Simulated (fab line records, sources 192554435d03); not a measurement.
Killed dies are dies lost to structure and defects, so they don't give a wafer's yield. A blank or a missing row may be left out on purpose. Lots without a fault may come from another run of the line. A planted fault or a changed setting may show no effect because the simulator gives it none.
Chamber matching | flow n5_finfet | N5_BEOL_M6_STRIP_67 on rie_diel-04: 4 sister chambers
The step strips in CF4. 4 wafers are shown with their chamber, then 10 later ones without.

WAFERS WITH THEIR CHAMBER
wafer  | chamber | showerhead_plenum_p_Torr (Torr)
L085.4 | 0       | 1.74
L085.6 | 1       | 1.89
L090.1 | 2       | 1.85
L090.2 | 3       | 1.89

WAFERS WITHOUT THEIR CHAMBER
wafer  | showerhead_plenum_p_Torr (Torr)
L090.3 | 1.89
L092.1 | 1.89
L092.2 | 1.84
L092.3 | 1.74
L091.1 | 1.84
L091.4 | 1.89
L091.6 | 1.89
L097.1 | 1.88
L097.4 | 1.74
L097.6 | 1.88

WHICH CHAMBER EACH WENT THROUGH
wafer  | from the rows above     | in truth
L090.3 | can't be placed: 1 or 3 | 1
L092.1 | can't be placed: 1 or 3 | 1
L092.2 | 2                       | 2
L092.3 | 0                       | 0
L091.1 | 2                       | 2
L091.4 | can't be placed: 1 or 3 | 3
L091.6 | can't be placed: 1 or 3 | 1
L097.1 | can't be placed: 1 or 3 | 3
L097.4 | 0                       | 0
L097.6 | can't be placed: 1 or 3 | 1
Placed correctly: 4 of 10. Can't be placed from these rows: 6 (the true chamber is among the candidates in 6). Placed wrongly: 0.
How it was worked out, from the rows above alone: a wafer's distance from a chamber is the root of the sum, over the readings, of the square of ((its reading less the chamber's mean) divided by the reading's scatter). The wafer belongs to the nearest chamber; if the next one is less than 2 further off, it can't be placed. A chamber's mean is the mean of its shown wafers. The scatter: with one shown wafer a chamber, the root of the mean of the squares of how far each hidden wafer lies from its nearest shown one.
